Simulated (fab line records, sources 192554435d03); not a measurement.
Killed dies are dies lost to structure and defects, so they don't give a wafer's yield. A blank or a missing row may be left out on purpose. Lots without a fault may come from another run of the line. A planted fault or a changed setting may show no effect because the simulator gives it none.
One fault seen from 3 desks | flow n5_finfet | each desk has only its own numbers; what lay behind them comes last

THE TOOL OWNER'S DESK: rie_diel-05
The tool's own readings at N5_BEOL_M4_ETCH_63 (etches SiARC in CF4, target depth 15.6 nm, time 26 s): means of the sampled wafers that have a number, for each lot that ran on this tool. A lot is out of limits, marked OUT, if its mean lies more than 4 standard deviations from the usual mean; the brackets give that distance.
Columns: A = drypump_motor_current_A at N5_BEOL_M4_ETCH_63, usual 5.8 A; B = etch_rf_on_time_s at N5_BEOL_M4_ETCH_63, usual 25.9 s; C = oes_product_au at N5_BEOL_M4_ETCH_63, usual 0.69 a.u.; D = rf_vpp_V at N5_BEOL_M4_ETCH_63, usual 184.5 V; E = showerhead_plenum_p_Torr at N5_BEOL_M4_ETCH_63, usual 2.18 Torr; F = throttle_valve_pct at N5_BEOL_M4_ETCH_63, usual 15.44 %
lot  | first seen here | A   | B              | C    | D     | E    | F
L524 | day 7 23:15     | 5.5 | 25.7           | 0.67 | 184.7 | 2.21 | 15.59
L523 | day 8 07:46     | 5.4 | 26.1           | 0.71 | 185.0 | 2.22 | 15.60
L525 | day 8 15:31     | 5.5 | 31.5 (+18) OUT | 0.68 | 184.8 | 2.23 | 15.33
L527 | day 8 22:09     | 5.4 | 31.7 (+19) OUT | 0.63 | 185.3 | 2.24 | 15.46
L529 | day 9 18:24     | 5.3 | 34.5 (+28) OUT | 0.60 | 184.4 | 2.25 | 15.49
This desk's finding: out of limits on L525, L527, L529; first on L525, day 8 15:31 (etch_rf_on_time_s at N5_BEOL_M4_ETCH_63). In limits: L524, L523.

THE DEFECT DESK
What the inspections along the route counted, lot by lot: means of the sampled wafers that have a number. A lot is out of limits, marked OUT, if its mean lies more than 4 standard deviations from the usual mean; the brackets give that distance.
Columns: A = raw_defect_count at N5_BEOL_M4_INSPECT_13, usual 444
lot  | first seen here | A
L522 | day 7 22:22     | 303
L524 | day 7 23:10     | 458
L523 | day 8 07:40     | 566
L525 | day 8 14:57     | 489
L527 | day 8 22:04     | 470
L529 | day 9 18:13     | 302
L535 | day 11 00:35    | 532
L539 | day 12 02:07    | 359
L541 | day 12 21:20    | 399
L543 | day 13 05:33    | 457
This desk's finding: nothing out of limits on any of the 10 lots.

THE METROLOGY DESK
What the gauges read, lot by lot, whatever tool the lot ran on: means of the sampled wafers that have a number. A lot is out of limits, marked OUT, if its mean lies more than 4 standard deviations from the usual mean; the brackets give that distance. Of its 10 readings 7 are shown: those that lie furthest out on some lot.
Columns: A = DIBL_N at N5_BEOL_M4_RC_MEAS_101, usual 36.3 mV/V; B = IOFF_N at N5_BEOL_M4_RC_MEAS_101, usual 0.160 nA/um; C = ION_P at N5_BEOL_M4_RC_MEAS_101, usual 463 uA/um; D = SS_N at N5_BEOL_M4_RC_MEAS_101, usual 71.4 mV/dec; E = SS_P at N5_BEOL_M4_RC_MEAS_101, usual 73.3 mV/dec; F = VT_N at N5_BEOL_M4_RC_MEAS_101, usual 249.3 mV; G = VT_P at N5_BEOL_M4_RC_MEAS_101, usual -250.1 mV
lot  | first seen here | A    | B     | C   | D    | E    | F     | G
L522 | day 8 13:32     | 38.5 | 0.174 | 467 | 72.1 | 73.6 | 249.2 | -247.3
L524 | day 8 15:43     | 37.4 | 0.168 | 466 | 71.4 | 74.1 | 247.7 | -246.5
L523 | day 8 18:29     | 35.3 | 0.154 | 460 | 71.3 | 72.7 | 249.8 | -250.3
L525 | day 8 21:04     | 36.7 | 0.180 | 463 | 71.1 | 72.6 | 246.8 | -252.1
L527 | day 9 13:05     | 38.2 | 0.148 | 466 | 71.6 | 73.4 | 251.9 | -250.3
L529 | day 10 01:46    | 36.2 | 0.181 | 462 | 70.9 | 73.7 | 246.1 | -250.7
L535 | day 11 09:58    | 36.3 | 0.176 | 469 | 71.6 | 73.8 | 245.9 | -246.6
L539 | day 12 19:37    | 36.1 | 0.160 | 465 | 70.5 | 72.9 | 247.6 | -249.3
L541 | day 13 08:55    | 35.0 | 0.134 | 463 | 70.9 | 72.3 | 250.6 | -250.7
L543 | day 13 20:19    | 36.7 | 0.177 | 469 | 71.9 | 73.9 | 248.8 | -248.5
This desk's finding: nothing out of limits on any of the 10 lots.

PUT TOGETHER
The tool owner's desk could have raised an alarm at day 8 15:31, on L525, L527, L529.
The defect desk saw nothing out of limits.
The metrology desk saw nothing out of limits.
The defect desk has L525, L527, L529 on record, within its limits.
The metrology desk has L525, L527, L529 on record, within its limits.
Of the lots named, all ran N5_BEOL_M4_ETCH_63 on rie_diel-05.

WHAT THE SIMULATOR HAD PUT IN
Process parameter drift: rie_diel-05, from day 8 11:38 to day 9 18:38, at N5_BEOL_M4_ETCH_63. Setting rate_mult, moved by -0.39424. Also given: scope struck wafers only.
Lots struck among those shown: L525, L527, L529.
Hours from the fault's start to each desk's first reading out of limits: the tool owner's desk, 4.
